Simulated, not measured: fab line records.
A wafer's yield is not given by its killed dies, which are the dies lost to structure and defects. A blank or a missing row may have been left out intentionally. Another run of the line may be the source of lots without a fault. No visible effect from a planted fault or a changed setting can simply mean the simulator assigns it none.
fab line records ; flow n5Finfet
[record] lots = 7; wafers = 21
route steps=1938 shown WELL_APT@24 FIN_SAQP@147 SD_EPI_N@262 SD_ACTIVATION@331 ILD0@338
startH: hours from the record's opening day to when the first of the lot's shown wafers began ; waitH: how many hours have passed since the lot's step before this one ; " identical to the entry in the row above ; L1.1+2: a single row standing in for several wafers ; - value missing, or start not given ; * or withheld: withheld ; < > ~ a bound
route shown NAME@n: a module of which the file shows steps, and the number in the route of the first ; usual: the fault-free wafers' mean and standard deviation ; same: alike in all rows ; chamber/n: place in a boat ; sites: the reading at each site ; _std_site: how widely they spread, as a standard deviation ; _edge_site: mean of outer sites minus mean of inner sites ; radiusMm: for every site, how far away it sits from the centre of the wafer ; mask NAME#n: copy n ; behind: the last tool/chamber to shape the wafer ; hold: reason for holding the lot/hours on hold/outcome of the hold ; device: the transistor (n, p or np) that didn't switch ; end of line: the route-end tests of the same wafers ; a step with no rows: only its recipe ; killed: the dies lost at the first sort to structure and to defects; this is not the yield of the wafer ; map: dies across one wafer; x = killed, . = not, _ = none there
set.NAME: the setting the step ran with; set.NAME@STEP: the setting that earlier step ran with ; model.NAME: the simulator's own value behind a step, which no gauge read
one table per step and one row per wafer, for lots whose settings were changed on purpose
[[steps]]
[step N5_WELL_APT_EXPOSE_05]
[recipe] maskId = NWELL; na = 0.8; sourceShape = conventional; sigmaOuter = 0.8; polarization = unpolarized; defocusNm = 0; targetCdNm = 200; doseMj = 20.3
lot.wafer;tool;chamber;startH;waitH;mask;set.doseMj
L076.1+4;krfScanner-01;0;25.51;-;NWELL#0;20.3
L076.2;krfScanner-01;0;25.51;-;NWELL#0;19.03
L083.1+3;krfScanner-02;0;67.66;-;NWELL#0;19.72
L083.4;krfScanner-02;0;67.66;-;NWELL#0;20.3
L088.3;krfScanner-01;0;97.48;-;NWELL#0;20.3
L088.5+6;krfScanner-01;0;97.48;-;NWELL#0;19.24
L089.1+2+5;krfScanner-01;0;103.57;-;NWELL#0;20.3
L090.1+4;krfScanner-01;0;109.54;-;NWELL#0;20.3
L090.3;krfScanner-01;0;109.54;-;NWELL#0;21.16
L093.1+5;krfScanner-01;0;127.63;-;NWELL#0;20.3
L093.3;krfScanner-01;0;127.63;-;NWELL#0;21.08
L096.1+2;krfScanner-02;0;145.74;-;NWELL#0;20.3
L096.3;krfScanner-02;0;145.74;-;NWELL#0;19.87
[step N5_WELL_APT_DEVELOP_07]
[recipe] developTimeS = 45; rinseLiquid = surfactantRinse; dry = airSpin; devTempC = 21
lot.wafer;tool;chamber;startH;waitH;set.developTimeS
L076.1+2+4;lithoTrack-03;0;-;-;45
L083.1;lithoTrack-03;0;-;-;45
L083.3+4;lithoTrack-03;0;-;-;52.71
L088.3+5+6;lithoTrack-05;0;-;-;45
L089.1+2+5;lithoTrack-02;0;-;-;45
L090.1;lithoTrack-02;0;-;-;39.19
L090.3+4;lithoTrack-02;0;-;-;45
L093.1+3;lithoTrack-05;0;-;-;45
L093.5;lithoTrack-05;0;-;-;39.12
L096.1+2+3;lithoTrack-05;0;-;-;45
[step N5_WELL_APT_HARDBAKE_12]
[recipe] tempC = 130; timeS = 120
[step N5_WELL_APT_CD_MEAS_08]
[recipe] targetCdNm = 200; landingEnergyEv = 500; detector = seInlens
[usual] cdNm = 199.8/1.1
lot.wafer;tool;chamber;startH;waitH;set.doseMj@WELL_APT_EXPOSE_05;cdNm
L076.1;cdSem-03;0;25.68;-;20.3;201.5
L076.2;cdSem-03;0;25.68;-;19.03;189.1
L076.4;cdSem-03;0;25.68;-;20.3;201.0
L083.1;cdSem-03;0;67.83;-;19.72;195.5
L083.3;cdSem-03;0;67.83;-;19.72;195.3
L083.4;cdSem-03;0;67.83;-;20.3;201.2
L088.3;cdSem-03;0;97.64;-;20.3;200.6
L088.5;cdSem-03;0;97.64;-;19.24;191.1
L088.6;cdSem-03;0;97.64;-;19.24;190.7
L089.1;cdSem-03;0;103.75;-;20.3;200.1
L089.2;cdSem-03;0;103.75;-;20.3;200.0
L089.5;cdSem-03;0;103.75;-;20.3;200.6
L090.1;cdSem-01;0;109.71;-;20.3;197.8
L090.3;cdSem-01;0;109.71;-;21.16;205.6
L090.4;cdSem-01;0;109.71;-;20.3;199.5
L093.1;cdSem-02;0;127.81;-;20.3;199.3
L093.3;cdSem-02;0;127.81;-;21.08;205.3
L093.5;cdSem-02;0;127.81;-;20.3;200.4
L096.1;cdSem-02;0;145.91;-;20.3;197.0
L096.2;cdSem-02;0;145.91;-;20.3;198.5
L096.3;cdSem-02;0;145.91;-;19.87;194.1
[step N5_WELL_APT_DESCUM_13]
[recipe] chemistry = O2; timeS = 7.9; sourcePowerW = 50; biasPowerW = 20; pressureMtorr = 20; rfFrequencyHz = 2.712e+07; tempC = 40; o2FlowSccm = 225
lot.wafer;tool;chamber;startH;waitH;set.doseMj@WELL_APT_EXPOSE_05;model.WELL_APT.cdNm
L076.1;rieDiel-05;1;26.69;1.0;20.3;201.3
L076.2;rieDiel-05;0;26.69;1.0;19.03;189.3
L076.4;rieDiel-05;3;26.69;1.0;20.3;201.1
L083.1;rieDiel-06;3;68.36;0.5;19.72;195.6
L083.3;rieDiel-06;2;68.36;0.5;19.72;195.2
L083.4;rieDiel-06;3;68.36;0.5;20.3;201.1
L088.3;rieDiel-04;0;97.72;0.0;20.3;200.5
L088.5;rieDiel-04;2;97.72;0.0;19.24;191.4
L088.6;rieDiel-04;1;97.72;0.0;19.24;190.6
L089.1;rieDiel-05;0;103.83;0.0;20.3;200.2
L089.2;rieDiel-05;2;103.83;0.0;20.3;200.1
L089.5;rieDiel-05;0;103.83;0.0;20.3;200.6
L090.1;rieDiel-05;1;110.35;0.6;20.3;198
L090.3;rieDiel-05;0;110.35;0.6;21.16;205.5
L090.4;rieDiel-05;1;110.35;0.6;20.3;199.2
L093.1;rieDiel-05;3;128.05;0.2;20.3;198.9
L093.3;rieDiel-05;1;128.05;0.2;21.08;205
L093.5;rieDiel-05;2;128.05;0.2;20.3;200.1
L096.1;rieDiel-06;2;146.30;0.3;20.3;196.9
L096.2;rieDiel-06;3;146.30;0.3;20.3;198.4
L096.3;rieDiel-06;0;146.30;0.3;19.87;194.4
[step N5_WELL_APT_PEB_23]
[recipe] pebTempC = 130; pebTimeS = 90
lot.wafer;tool;chamber;startH;waitH;set.pebTempC
L076.1+4;lithoTrack-05;0;27.73;0.1;133.6
L076.2;lithoTrack-05;0;27.73;0.1;130
L083.1+4;lithoTrack-02;0;69.41;0.1;132.7
L083.3;lithoTrack-02;0;69.41;0.1;130
L088.3+6;lithoTrack-03;0;98.77;0.0;130
L088.5;lithoTrack-03;0;98.77;0.0;128.5
L089.1+2+5;lithoTrack-02;0;104.88;0.1;130
L090.1+4;lithoTrack-03;0;111.31;0.1;130
L090.3;lithoTrack-03;0;111.31;0.1;133.3
L093.1+3+5;lithoTrack-05;0;129.39;0.1;133.2
L096.1+2+3;lithoTrack-03;0;147.22;0.1;130
[step N5_WELL_APT_DEVELOP_24]
[recipe] developTimeS = 45; rinseLiquid = surfactantRinse; dry = airSpin; devTempC = 21
lot.wafer;tool;chamber;startH;waitH;set.developTimeS
L076.1+2;lithoTrack-05;0;-;-;47.71
L076.4;lithoTrack-05;0;-;-;45
L083.1+3;lithoTrack-02;0;-;-;35.37
L083.4;lithoTrack-02;0;-;-;45
L088.3+6;lithoTrack-03;0;-;-;41.62
L088.5;lithoTrack-03;0;-;-;45
L089.1+2+5;lithoTrack-02;0;-;-;45
L090.1+3;lithoTrack-03;0;-;-;45
L090.4;lithoTrack-03;0;-;-;48.26
L093.1+5;lithoTrack-05;0;-;-;45
L093.3;lithoTrack-05;0;-;-;54.82
L096.1+2;lithoTrack-03;0;-;-;45
L096.3;lithoTrack-03;0;-;-;35.02
[step N5_WELL_APT_HARDBAKE_29]
[recipe] tempC = 130; timeS = 120
[step N5_WELL_APT_CD_MEAS_25]
[recipe] targetCdNm = 200; landingEnergyEv = 500; detector = seInlens
[usual] cdNm = 200.4/1.5
lot.wafer;tool;chamber;startH;waitH;set.pebTempC@WELL_APT_PEB_23;cdNm
L076.1;cdSem-03;0;27.85;-;133.6;220.2
L076.2;cdSem-03;0;27.85;-;130;201.4
L076.4;cdSem-03;0;27.85;-;133.6;217.2
L083.1;cdSem-02;0;69.53;-;132.7;210.6
L083.3;cdSem-02;0;69.53;-;130;197.2
L083.4;cdSem-02;0;69.53;-;132.7;213.7
L088.3;cdSem-03;0;98.88;-;130;197.9
L088.5;cdSem-03;0;98.88;-;128.5;190.0
L088.6;cdSem-03;0;98.88;-;130;199.6
L089.1;cdSem-03;0;104.99;-;130;198.0
L089.2;cdSem-03;0;104.99;-;130;199.3
L089.5;cdSem-03;0;104.99;-;130;201.2
L090.1;cdSem-03;0;111.43;-;130;200.1
L090.3;cdSem-03;0;111.43;-;133.3;214.0
L090.4;cdSem-03;0;111.43;-;130;202.2
L093.1;cdSem-01;0;129.50;-;133.2;213.9
L093.3;cdSem-01;0;129.50;-;133.2;214.3
L093.5;cdSem-01;0;129.50;-;133.2;214.4
L096.1;cdSem-03;0;147.33;-;130;200.1
L096.2;cdSem-03;0;147.33;-;130;200.0
L096.3;cdSem-03;0;147.33;-;130;198.7
[step N5_WELL_APT_DESCUM_30]
[recipe] chemistry = O2; timeS = 7.9; sourcePowerW = 50; biasPowerW = 20; pressureMtorr = 20; rfFrequencyHz = 2.712e+07; tempC = 40; o2FlowSccm = 225
lot.wafer;tool;chamber;startH;waitH;set.pebTempC@WELL_APT_PEB_23;model.WELL_APT.cdNm
L076.1;rieDiel-04;2;28.36;0.5;133.6;220.2
L076.2;rieDiel-04;1;28.36;0.5;130;201.4
L076.4;rieDiel-04;1;28.36;0.5;133.6;217.4
L083.1;rieDiel-06;3;69.62;0.0;132.7;210.6
L083.3;rieDiel-06;2;69.62;0.0;130;197.3
L083.4;rieDiel-06;2;69.62;0.0;132.7;213.7
L088.3;rieDiel-05;3;98.97;0.0;130;197.7
L088.5;rieDiel-05;3;98.97;0.0;128.5;189.9
L088.6;rieDiel-05;0;98.97;0.0;130;199.6
L089.1;rieDiel-06;3;105.38;0.3;130;197.7
L089.2;rieDiel-06;1;105.38;0.3;130;199.1
L089.5;rieDiel-06;2;105.38;0.3;130;201.2
L090.1;rieDiel-06;3;111.52;0.0;130;200
L090.3;rieDiel-06;2;111.52;0.0;133.3;214.3
L090.4;rieDiel-06;2;111.52;0.0;130;202
L093.1;rieDiel-05;3;129.59;0.0;133.2;214
L093.3;rieDiel-05;2;129.59;0.0;133.2;214.4
L093.5;rieDiel-05;1;129.59;0.0;133.2;214.3
L096.1;rieDiel-06;2;147.42;0.0;130;200.1
L096.2;rieDiel-06;0;147.42;0.0;130;199.9
L096.3;rieDiel-06;1;147.42;0.0;130;199
[step N5_FIN_SAQP_FIN_ETCH_36]
[recipe] chemistry = HBr/Cl2/O2; targetDepthA = 1200; maskMaterial = SiNx; timeS = 50.4; biasW = 102; pressureMtorr = 10; icpW = 800; HBr_flow_sccm = 150; Cl2_flow_sccm = 80; O2_flow_sccm = 12
lot.wafer;tool;chamber;startH;waitH;set.biasW;model.FIN_SAQP.featureDepthNm;model.etch.depthNm
L076.1;rieSi-05;3;39.46;0.0;102;122.4;122.4
L076.2;rieSi-05;2;39.46;0.0;102;120.6;120.6
L076.4;rieSi-05;0;39.46;0.0;106.6;123;123
L083.1;rieSi-06;2;81.91;0.0;102;120;120
L083.3;rieSi-06;1;81.91;0.0;102;120.2;120.2
L083.4;rieSi-06;0;81.91;0.0;102;118.6;118.7
L088.3;rieSi-05;3;110.16;0.0;102;120.8;120.8
L088.5;rieSi-05;2;110.16;0.0;102;120.6;120.5
L088.6;rieSi-05;1;110.16;0.0;102;121;121
L089.1;rieSi-06;3;117.03;0.0;102;121;121.1
L089.2;rieSi-06;0;117.03;0.0;102;120.6;120.6
L089.5;rieSi-06;3;117.03;0.0;102;121.4;121.3
L090.1;rieSi-03;1;122.84;0.0;84.72;114.2;114.1
L090.3;rieSi-03;3;122.84;0.0;102;118.8;118.8
L090.4;rieSi-03;2;122.84;0.0;102;122;122
L093.1;rieSi-05;0;141.26;0.0;102;119.4;119.4
L093.3;rieSi-05;3;141.26;0.0;115.1;122.8;122.8
L093.5;rieSi-05;3;141.26;0.0;115.1;123.6;123.7
L096.1;rieSi-05;0;158.16;0.0;110.1;124.6;124.6
L096.2;rieSi-05;1;158.16;0.0;102;121.2;121.2
L096.3;rieSi-05;3;158.16;0.0;102;121.8;121.8
[step N5_FIN_SAQP_PRECLEAN_38]
[recipe] chemistry = O3/DIW; timeS = 45; tempC = 22; o3Ppm = 10
[step N5_FIN_SAQP_PRECLEAN_45]
[recipe] chemistry = dHF; timeS = 10; dilution = 500:1; tempC = 25
[step N5_FIN_SAQP_SRD_39]
[recipe] dry = ipaMarangoni; timeS = 30; tempC = 23; rinseLiquid = diw
[step N5_FIN_SAQP_OCD_MEAS_76]
[usual] trenchDepthNm = 120.6/1.1
lot.wafer;tool;chamber;startH;waitH;set.biasW@FIN_SAQP_FIN_ETCH_36;trenchDepthNm
L076.1;ocd-02;-;39.69;0.0;102;122.7
L076.2;ocd-02;-;39.69;0.0;102;120.8
L076.4;ocd-02;-;39.69;0.0;106.6;122.9
L083.1;ocd-02;-;82.13;0.0;102;120.0
L083.3;ocd-02;-;82.13;0.0;102;120.8
L083.4;ocd-02;-;82.13;0.0;102;118.2
L088.3;ocd-01;-;110.39;0.0;102;121.2
L088.5;ocd-01;-;110.39;0.0;102;120.8
L088.6;ocd-01;-;110.39;0.0;102;121.4
L089.1;ocd-02;-;117.26;0.0;102;121.3
L089.2;ocd-02;-;117.26;0.0;102;120.2
L089.5;ocd-02;-;117.26;0.0;102;121.5
L090.1;ocd-01;-;123.06;0.0;84.72;114.7
L090.3;ocd-01;-;123.06;0.0;102;118.9
L090.4;ocd-01;-;123.06;0.0;102;122.5
L093.1;ocd-01;-;141.48;0.0;102;119.7
L093.3;ocd-01;-;141.48;0.0;115.1;123.1
L093.5;ocd-01;-;141.48;0.0;115.1;123.7
L096.1;ocd-01;-;158.38;0.0;110.1;124.5
L096.2;ocd-01;-;158.38;0.0;102;121.0
L096.3;ocd-01;-;158.38;0.0;102;121.5
[step N5_SD_EPI_N_COAT_32]
[recipe] resist = SOC; tempC = 250; timeS = 60; spinRpm = 1500; resistThkNm = 350
lot.wafer;tool;chamber;startH;waitH;set.spinRpm;model.SOC_of_SD_EPI_N_COAT_32.thkNm
L076.1;lithoTrack-03;0;61.54;0.0;1500;353
L076.2;lithoTrack-03;0;61.54;0.0;1500;352.8
L076.4;lithoTrack-03;0;61.54;0.0;1500;352.6
L083.1;lithoTrack-03;0;103.87;0.0;1500;349.2
L083.3;lithoTrack-03;0;103.87;0.0;1500;349
L083.4;lithoTrack-03;0;103.87;0.0;1438;357
L088.3;lithoTrack-02;0;136.88;0.0;1500;352.6
L088.5;lithoTrack-02;0;136.88;0.0;1500;352.2
L088.6;lithoTrack-02;0;136.88;0.0;1500;352.8
L089.1+5;lithoTrack-03;0;139.62;0.0;1500;350
L089.2;lithoTrack-03;0;139.62;0.0;1500;349.4
L090.1;lithoTrack-02;0;144.60;0.0;1376;365.4
L090.3;lithoTrack-02;0;144.60;0.0;1500;349
L090.4;lithoTrack-02;0;144.60;0.0;1500;351.4
L093.1;lithoTrack-05;0;164.63;0.0;1500;350.4
L093.3;lithoTrack-05;0;164.63;0.0;1500;350.6
L093.5;lithoTrack-05;0;164.63;0.0;1500;350
L096.1;lithoTrack-05;0;184.10;0.0;1500;350.8
L096.2;lithoTrack-05;0;184.10;0.0;1500;351.4
L096.3;lithoTrack-05;0;184.10;0.0;1500;352.2
[step N5_SD_EPI_N_PEB_07]
[recipe] pebTempC = 110; pebTimeS = 60; resist = CAR-ArF-block
lot.wafer;tool;chamber;startH;waitH;set.pebTempC
L076.1+2;lithoTrack-05;0;61.84;0.1;110
L076.4;lithoTrack-05;0;61.84;0.1;111.4
L083.1+4;lithoTrack-03;0;104.17;0.1;110
L083.3;lithoTrack-03;0;104.17;0.1;113.1
L088.3+5+6;lithoTrack-02;0;137.18;0.0;110
L089.1+2+5;lithoTrack-03;0;139.80;0.1;110
L090.1+4;lithoTrack-03;0;144.90;0.1;106.6
L090.3;lithoTrack-03;0;144.90;0.1;110
L093.1+3+5;lithoTrack-05;0;164.93;0.1;110
L096.1+2+3;lithoTrack-03;0;184.40;0.1;110
[step N5_SD_EPI_N_DEVELOP_08]
[recipe] developTimeS = 30; developer = TMAH; resist = CAR-ArF-block; devTempC = 23; rinseLiquid = diw; dry = airSpin
[step N5_SD_EPI_N_CD_MEAS_09]
[recipe] targetCdNm = 120; landingEnergyEv = 500; detector = seInlens
[usual] cdNm = 119.9/0.57
lot.wafer;tool;chamber;startH;waitH;set.pebTempC@SD_EPI_N_PEB_07;cdNm
L076.1;cdSem-02;0;61.90;-;110;120.4
L076.2;cdSem-02;0;61.90;-;110;119.8
L076.4;cdSem-02;0;61.90;-;111.4;124.5
L083.1;cdSem-03;0;104.24;-;110;120.0
L083.3;cdSem-03;0;104.24;-;113.1;127.2
L083.4;cdSem-03;0;104.24;-;110;119.0
L088.3;cdSem-01;0;137.25;-;110;119.3
L088.5;cdSem-01;0;137.25;-;110;119.7
L088.6;cdSem-01;0;137.25;-;110;120.3
L089.1;cdSem-03;0;139.87;-;110;120.6
L089.2;cdSem-03;0;139.87;-;110;120.5
L089.5;cdSem-03;0;139.87;-;110;119.8
L090.1;cdSem-03;0;144.97;-;106.6;109.7
L090.3;cdSem-03;0;144.97;-;110;119.4
L090.4;cdSem-03;0;144.97;-;106.6;110.0
L093.1;cdSem-02;0;164.99;-;110;119.8
L093.3;cdSem-02;0;164.99;-;110;119.8
L093.5;cdSem-02;0;164.99;-;110;119.9
L096.1;cdSem-02;0;184.47;-;110;119.8
L096.2;cdSem-02;0;184.47;-;110;120.4
L096.3;cdSem-02;0;184.47;-;110;119.9
[step N5_SD_EPI_N_DESCUM_14]
[recipe] chemistry = O2; timeS = 7.9; sourcePowerW = 50; biasPowerW = 20; pressureMtorr = 20; rfFrequencyHz = 2.712e+07; tempC = 40; resist = CAR-ArF-block; o2FlowSccm = 225
lot.wafer;tool;chamber;startH;waitH;set.pebTempC@SD_EPI_N_PEB_07;model.SD_EPI_N.cdNm
L076.1;rieDiel-04;2;61.99;0.0;110;120.4
L076.2;rieDiel-04;3;61.99;0.0;110;120
L076.4;rieDiel-04;0;61.99;0.0;111.4;124.4
L083.1;rieDiel-05;3;104.33;0.0;110;119.6
L083.3;rieDiel-05;1;104.33;0.0;113.1;127
L083.4;rieDiel-05;0;104.33;0.0;110;119.2
L088.3;rieDiel-04;0;137.33;0.0;110;119.2
L088.5;rieDiel-04;2;137.33;0.0;110;119.4
L088.6;rieDiel-04;1;137.33;0.0;110;120.4
L089.1;rieDiel-05;3;139.95;0.0;110;120.4
L089.2;rieDiel-05;0;139.95;0.0;110;120.8
L089.5;rieDiel-05;1;139.95;0.0;110;120.2
L090.1;rieDiel-06;2;145.07;0.0;106.6;110
L090.3;rieDiel-06;1;145.07;0.0;110;119.2
L090.4;rieDiel-06;0;145.07;0.0;106.6;109.6
L093.1;rieDiel-06;0;165.11;0.1;110;119.6
L093.3;rieDiel-06;1;165.11;0.1;110;120
L093.5;rieDiel-06;0;165.11;0.1;110;119.8
L096.1+3;rieDiel-04;0,2;184.57;0.0;110;119.8
L096.2;rieDiel-04;3;184.57;0.0;110;120.4
[step N5_SD_EPI_N_ETCH_34]
[recipe] chemistry = CF4; target = SiARC; targetDepthA = 455; maskMaterial = CAR-ArF-block; timeS = 75.8; ionEnergyEv = 80; pressureMtorr = 40; sourceW = 545; biasW = 36; Ar_flow_sccm = 100; cf4FlowSccm = 100; ends = cleared
[step N5_SD_EPI_N_ETCH_35]
[recipe] chemistry = N2/H2; target = SOC; overetchA = 1080; maskMaterial = SiARC; tempC = 40; ionEnergyEv = 100; sourceW = 3000; biasW = 133; pressureMtorr = 20; timeS = 486; n2FlowSccm = 200; h2FlowSccm = 200
lot.wafer;tool;chamber;startH;waitH;set.pebTempC@SD_EPI_N_PEB_07;model.SD_EPI_N.cdNm
L076.1;rieDiel-04;2;62.08;0.0;110;121.8
L076.2;rieDiel-04;3;62.08;0.0;110;119.4
L076.4;rieDiel-04;0;62.08;0.0;111.4;124.4
L083.1;rieDiel-05;3;104.42;0.0;110;119.2
L083.3;rieDiel-05;1;104.42;0.0;113.1;127
L083.4;rieDiel-05;0;104.42;0.0;110;119
L088.3;rieDiel-04;0;137.42;0.0;110;119.8
L088.5;rieDiel-04;2;137.42;0.0;110;120.4
L088.6;rieDiel-04;1;137.42;0.0;110;120.8
L089.1;rieDiel-05;3;140.04;0.0;110;120.4
L089.2;rieDiel-05;0;140.04;0.0;110;120.8
L089.5;rieDiel-05;1;140.04;0.0;110;120.2
L090.1;rieDiel-06;2;145.16;0.0;106.6;110.4
L090.3;rieDiel-06;1;145.16;0.0;110;119.4
L090.4;rieDiel-06;0;145.16;0.0;106.6;109.4
L093.1+3;rieDiel-06;0,1;165.21;0.0;110;119.2
L093.5;rieDiel-06;0;165.21;0.0;110;118.8
L096.1+3;rieDiel-04;0,2;184.66;0.0;110;120.2
L096.2;rieDiel-04;3;184.66;0.0;110;120.4
[step N5_SD_ACTIVATION_LSA_01]
[recipe] tempC = 1080; timeS = 0.0008; ambient = N2
[usual] wafer_temp_C_max = 1084.9/1.1
lot.wafer;tool;chamber;startH;waitH;set.tempC;wafer_temp_C_max
L076.1;laserAnneal-02;0;71.70;0.2;1065;1069.5
L076.2;laserAnneal-02;0;71.70;0.2;1065;1068.8
L076.4;laserAnneal-02;0;71.70;0.2;1080;1084.6
L083.1;laserAnneal-02;0;112.86;0.2;1080;1086.7
L083.3;laserAnneal-02;0;112.86;0.2;1104;1112.3
L083.4;laserAnneal-02;0;112.86;0.2;1080;1085.7
L088.3;laserAnneal-02;0;146.13;0.3;1080;1084.8
L088.5;laserAnneal-02;0;146.13;0.3;1090;1096.0
L088.6;laserAnneal-02;0;146.13;0.3;1080;1085.3
L089.1;laserAnneal-01;0;148.44;0.2;1080;1084.1
L089.2;laserAnneal-01;0;148.44;0.2;1080;1085.0
L089.5;laserAnneal-01;0;148.44;0.2;1080;1085.0
L090.1;laserAnneal-02;0;153.37;0.2;1080;1084.4
L090.3;laserAnneal-02;0;153.37;0.2;1080;1085.8
L090.4;laserAnneal-02;0;153.37;0.2;1080;1085.2
L093.1;laserAnneal-01;0;175.15;0.2;1067;1071.0
L093.3;laserAnneal-01;0;175.15;0.2;1080;1084.2
L093.5;laserAnneal-01;0;175.15;0.2;1067;1070.5
L096.1;laserAnneal-02;0;194.99;0.2;1090;1093.9
L096.2;laserAnneal-02;0;194.99;0.2;1080;1085.1
L096.3;laserAnneal-02;0;194.99;0.2;1090;1094.0
[step N5_SD_ACTIVATION_RS_MEAS_03]
[recipe] thkMeasGauge = four-point-probe
[usual] RS_SD_N = 21.88/0.29; RS_SD_P = 56.3/0.88
lot.wafer;tool;chamber;startH;waitH;set.tempC@SD_ACTIVATION_LSA_01;RS_SD_N[ohm/sq];RS_SD_P[ohm/sq]
L076.1;filmMetro-02;-;71.90;0.2;1065;23.70;57.8
L076.2;filmMetro-02;-;71.90;0.2;1065;23.64;56.5
L076.4;filmMetro-02;-;71.90;0.2;1080;21.83;56.5
L083.1;filmMetro-01;-;113.07;0.2;1080;21.80;56.8
L083.3;filmMetro-01;-;113.07;0.2;1104;19.66;55.6
L083.4;filmMetro-01;-;113.07;0.2;1080;21.77;55.6
L088.3;filmMetro-02;-;146.31;0.2;1080;21.59;55.1
L088.5;filmMetro-02;-;146.31;0.2;1090;20.54;54.8
L088.6;filmMetro-02;-;146.31;0.2;1080;21.65;55.1
L089.1;filmMetro-02;-;148.64;0.2;1080;21.34;55.4
L089.2;filmMetro-02;-;148.64;0.2;1080;21.66;56.5
L089.5;filmMetro-02;-;148.64;0.2;1080;21.89;55.2
L090.1;filmMetro-02;-;153.57;0.2;1080;22.66;55.9
L090.3;filmMetro-02;-;153.57;0.2;1080;22.50;56.6
L090.4;filmMetro-02;-;153.57;0.2;1080;22.19;56.2
L093.1;filmMetro-01;-;175.35;0.2;1067;23.48;55.7
L093.3;filmMetro-01;-;175.35;0.2;1080;21.95;56.3
L093.5;filmMetro-01;-;175.35;0.2;1067;22.71;56.9
L096.1;filmMetro-02;-;195.19;0.2;1090;20.95;56.2
L096.2;filmMetro-02;-;195.19;0.2;1080;22.03;56.3
L096.3;filmMetro-02;-;195.19;0.2;1090;21.10;56.0
[step N5_ILD0_CMP_03]
[recipe] stopOn = SiNx; tOverpolishS = 1.9; postCmpClean = alkalineBrush; downForcePsi = 4.1491; platenRpm = 51.796; padVelocityMS = 1.0306; targetThkNm = 197.38
[usual] timeToEndpointS = 71/3.6
lot.wafer;tool;chamber;startH;waitH;set.downForcePsi;timeToEndpointS
L076.4;cmp-03;0;74.63;0.0;4.1491;75
L076.1;cmp-03;1;74.63;0.0;3.437;85
L076.2;cmp-03;3;74.63;0.0;3.437;87
L083.4;cmp-03;0;115.79;0.0;4.1491;79
L083.1;cmp-03;1;115.79;0.0;4.1491;74
L083.3;cmp-03;2;115.79;0.0;4.1491;78
L088.3;cmp-04;3;149.35;0.3;4.445;66
L088.6;cmp-04;0;149.35;0.3;4.1491;69
L088.5;cmp-04;1;149.35;0.3;4.445;65
L089.1;cmp-04;3;151.38;0.0;4.1491;68
L089.2;cmp-04;1;151.38;0.0;4.1491;71
L089.5;cmp-04;3;151.38;0.0;4.1491;69
L090.4;cmp-04;0;156.35;0.1;4.1491;67
L090.1;cmp-04;1;156.35;0.1;3.405;84
L090.3;cmp-04;2;156.35;0.1;3.405;81
L093.1;cmp-04;2;178.12;0.1;4.1491;70
L093.3;cmp-04;0;178.12;0.1;4.1491;66
L093.5;cmp-04;1;178.12;0.1;4.1491;67
L096.2;cmp-02;2;198.33;0.1;4.1491;71
L096.1;cmp-02;3;198.33;0.1;4.1491;70
L096.3;cmp-02;0;198.33;0.1;4.1491;69
[[key]]
[split] step = N5_WELL_APT_EXPOSE_05; setting = doseMj; stated = 20.3; by = wafer
[response] step = N5_WELL_APT_CD_MEAS_08; reading = cdNm; change = +1.8; per = 1%; r = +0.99
[response] step = N5_WELL_APT_DESCUM_13; reading = model.WELL_APT.cdNm; change = +1.76; per = 1%; r = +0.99
[split] step = N5_WELL_APT_DEVELOP_07; setting = developTimeS; stated = 45; by = wafer
response none clear
[split] step = N5_WELL_APT_PEB_23; setting = pebTempC; stated = 130; by = wafer
[response] step = N5_WELL_APT_CD_MEAS_25; reading = cdNm; change = +6.16; per = 1%; r = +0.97
[response] step = N5_WELL_APT_DESCUM_30; reading = model.WELL_APT.cdNm; change = +6.23; per = 1%; r = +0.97
[split] step = N5_WELL_APT_DEVELOP_24; setting = developTimeS; stated = 45; by = wafer
response none clear
[split] step = N5_FIN_SAQP_FIN_ETCH_36; setting = biasW; stated = 102; by = wafer
[response] step = N5_FIN_SAQP_FIN_ETCH_36; reading = model.FIN_SAQP.featureDepthNm; change = +0.346; per = 1%; r = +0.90
[response] step = N5_FIN_SAQP_FIN_ETCH_36; reading = model.etch.depthNm; change = +0.347; per = 1%; r = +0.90
[response] step = N5_FIN_SAQP_OCD_MEAS_76; reading = trenchDepthNm; change = +0.335; per = 1%; r = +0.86
[split] step = N5_SD_EPI_N_COAT_32; setting = spinRpm; stated = 1500; by = wafer
[response] step = N5_SD_EPI_N_COAT_32; reading = model.SOC_of_SD_EPI_N_COAT_32.thkNm; change = -1.85; per = 1%; r = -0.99
[split] step = N5_SD_EPI_N_PEB_07; setting = pebTempC; stated = 110; by = wafer
[response] step = N5_SD_EPI_N_CD_MEAS_09; reading = cdNm; change = +2.98; per = 1%; r = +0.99
[response] step = N5_SD_EPI_N_DESCUM_14; reading = model.SD_EPI_N.cdNm; change = +2.92; per = 1%; r = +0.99
[response] step = N5_SD_EPI_N_ETCH_35; reading = model.SD_EPI_N.cdNm; change = +2.95; per = 1%; r = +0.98
[split] step = N5_SD_ACTIVATION_LSA_01; setting = tempC; stated = 1080; by = wafer
[response] step = N5_SD_ACTIVATION_LSA_01; reading = wafer_temp_C_max; change = *; per = 1%; r = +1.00
[response] step = N5_SD_ACTIVATION_RS_MEAS_03; reading = RS_SD_N; change = -1.05; per = 1%; r = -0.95
[split] step = N5_ILD0_CMP_03; setting = downForcePsi; stated = 4.1491; by = wafer
[response] step = N5_ILD0_CMP_03; reading = timeToEndpointS; change = *; per = 1%; r = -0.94
